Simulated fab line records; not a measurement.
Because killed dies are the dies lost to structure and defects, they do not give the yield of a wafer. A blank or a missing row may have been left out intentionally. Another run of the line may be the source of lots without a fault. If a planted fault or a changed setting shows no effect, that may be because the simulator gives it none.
Which tool did it?    flow n5_finfet    12 lots, 35 wafers sampled, at 4 steps of a route of 1938

== WHAT EACH GAUGE READ, for each wafer ==
The record holds no reading of a measuring or inspecting step that can be judged against a usual standard deviation.

== EACH LOT AND THE TOOL THAT RAN IT (in order: tool; ch and the chambers of the sampled wafers; start) ==
lot   N5_BEOL_M10_CURE_72            N5_BEOL_M10_ANNEAL_51             N5_BEOL_M11_ILD_DEP_00           N5_BEOL_M11_COAT_05
L535  uv_cure-03 ch 2, day 9 22:41   rtp_anneal-02 ch 0, day 9 23:52   pecvd-03 ch 0,1,2, day 10 00:40  litho_track-05 ch 0, day 10 02:41
L537  uv_cure-03 ch 2, day 10 14:34  rtp_anneal-02 ch 0, day 10 17:47  pecvd-04 ch 0,1, day 10 18:35    litho_track-04 ch 0, day 10 20:05
L538  uv_cure-03 ch 1, day 10 14:49  rtp_anneal-01 ch 0, day 10 17:40  pecvd-03 ch 0,1, day 10 18:28    litho_track-02 ch 0, day 10 19:35
L543  uv_cure-01 ch 0, day 11 20:19  rtp_anneal-01 ch 0, day 11 21:45  pecvd-03 ch 0,2, day 11 22:29    litho_track-04 ch 0, day 12 01:05
L544  uv_cure-02 ch 0, day 12 01:37  rtp_anneal-01 ch 0, day 12 03:25  pecvd-04 ch 0,1, day 12 04:19    litho_track-04 ch 0, day 12 05:12
L549  uv_cure-01 ch 0, day 13 09:04  rtp_anneal-02 ch 0, day 13 11:13  pecvd-02 ch 0,1,2, day 13 11:57  litho_track-02 ch 0, day 13 12:47
L550  uv_cure-03 ch 1, day 13 09:06  rtp_anneal-01 ch 0, day 13 11:22  pecvd-03 ch 0,2, day 13 12:07    litho_track-02 ch 0, day 13 15:07
L552  uv_cure-03 ch 2, day 14 10:13  rtp_anneal-02 ch 0, day 14 11:54  pecvd-04 ch 1,2, day 14 12:41    litho_track-02 ch 0, day 14 16:01
L554  uv_cure-02 ch 1, day 14 16:27  rtp_anneal-01 ch 0, day 14 19:05  pecvd-02 ch 1,2, day 14 19:59    litho_track-02 ch 0, day 14 22:50
L555  uv_cure-02 ch 1, day 15 02:45  rtp_anneal-01 ch 0, day 15 04:24  pecvd-03 ch 0,1,2, day 15 05:05  litho_track-05 ch 0, day 15 06:39
L558  uv_cure-01 ch 2, day 15 15:54  rtp_anneal-01 ch 0, day 15 17:31  pecvd-04 ch 0,1,2, day 15 18:13  litho_track-04 ch 0, day 15 20:20
L557  uv_cure-02 ch 1, day 15 18:09  rtp_anneal-01 ch 0, day 15 20:52  pecvd-02 ch 1,2, day 15 21:39    litho_track-05 ch 0, day 15 23:40
- N5_BEOL_M10_CURE_72: cures SiCOH lowk, time 120 s.
- N5_BEOL_M10_ANNEAL_51: time 90 s.
- N5_BEOL_M11_ILD_DEP_00: deposits SiCOH lowk from DEMS/porogen, target thk 308.51 nm, time 58 s.
- N5_BEOL_M11_COAT_05: resist thk 90 nm.

== AS READ BY THE TOOLS THEMSELVES (means over the sampled wafers that have a number; for cases with no such wafer, the mark the record gives instead) ==
N5_BEOL_M10_CURE_72. Usual: lamp_power_pct 52.32 %, standard deviation 0.056; wafer_temp_C_max 371.9, standard deviation 0.54.
lot   tool        lamp_power_pct (%)  wafer_temp_C_max  flag
L535  uv_cure-03  52.26               371.7             
L537  uv_cure-03  52.27               372.1             
L538  uv_cure-03  52.39               371.1             
L543  uv_cure-01  52.34               372.3             
L544  uv_cure-02  52.35               372.4             
L549  uv_cure-01  52.27               372.6             
L550  uv_cure-03  52.32               370.7             
L552  uv_cure-03  52.35               371.9             
L554  uv_cure-02  52.38               372.9             
L555  uv_cure-02  52.27               372.1             
L558  uv_cure-01  52.27               371.5             
L557  uv_cure-02  52.35               372.2             

N5_BEOL_M10_ANNEAL_51. Usual: wafer_temp_C_max 226.2, standard deviation 0.57.
lot   tool           wafer_temp_C_max  flag
L535  rtp_anneal-02  225.4             
L537  rtp_anneal-02  225.6             
L538  rtp_anneal-01  226.9             
L543  rtp_anneal-01  226.5             
L544  rtp_anneal-01  227.0             
L549  rtp_anneal-02  225.8             
L550  rtp_anneal-01  226.7             
L552  rtp_anneal-02  225.8             
L554  rtp_anneal-01  226.7             
L555  rtp_anneal-01  226.9             
L558  rtp_anneal-01  226.9             
L557  rtp_anneal-01  226.5             

N5_BEOL_M11_ILD_DEP_00. Usual: heater_power_w 324 W, standard deviation 32; showerhead_plenum_p_Torr 5.731 Torr, standard deviation 0.016; throttle_valve_pct 13.8 %, standard deviation 0.83.
lot   tool      heater_power_w (W)  showerhead_plenum_p_Torr (Torr)  throttle_valve_pct (%)  flag
L535  pecvd-03  325                 5.742                            13.9                    
L537  pecvd-04  289                 5.730                            14.5                    
L538  pecvd-03  362                 5.745                            14.4                    
L543  pecvd-03  305                 5.734                            13.8                    
L544  pecvd-04  316                 5.737                            14.3                    
L549  pecvd-02  314                 5.727                            13.5                    
L550  pecvd-03  329                 5.732                            14.0                    
L552  pecvd-04  307                 5.726                            13.4                    
L554  pecvd-02  322                 5.705                            13.2                    
L555  pecvd-03  346                 5.740                            14.1                    
L558  pecvd-04  309                 5.730                            13.8                    
L557  pecvd-02  303                 5.722                            13.1                    

N5_BEOL_M11_COAT_05. Usual: spin_speed_rpm 1499.8 rpm, standard deviation 1.2.
lot   tool            spin_speed_rpm (rpm)  flag
L535  litho_track-05  1499.1                
L537  litho_track-04  1499.7                
L538  litho_track-02  1499.2                
L543  litho_track-04  1409.9                OFF
L544  litho_track-04  1410.5                OFF
L549  litho_track-02  1498.8                
L550  litho_track-02  1499.7                
L552  litho_track-02  1499.2                
L554  litho_track-02  1499.7                
L555  litho_track-05  1500.4                
L558  litho_track-04  1500.1                
L557  litho_track-05  1500.9                

== THE ANSWER, worked out from the rows above alone ==
Rule: a lot is off if the mean of its wafers that have a number lies more than 3 standard deviations from the usual mean. Also off: a lot with no number at a reading for which 4 or more lots have one. Any other lot the step has rows for is counted as sound. The gauges are gone through in route order, then the tools' own readings, and for those a lot's mean is taken as printed above. At the first step where some lot is off, the reading lying furthest off is the one used; lots without a number count as furthest.
Off: L543, L544 (N5_BEOL_M11_COAT_05, spin_speed_rpm).
A tool fits if, at that step or a process step before it, it ran every lot that is off, and no sound lot after the first of them. No candidate that was tried fits.

== WHAT THE SIMULATOR HAD PUT IN ==
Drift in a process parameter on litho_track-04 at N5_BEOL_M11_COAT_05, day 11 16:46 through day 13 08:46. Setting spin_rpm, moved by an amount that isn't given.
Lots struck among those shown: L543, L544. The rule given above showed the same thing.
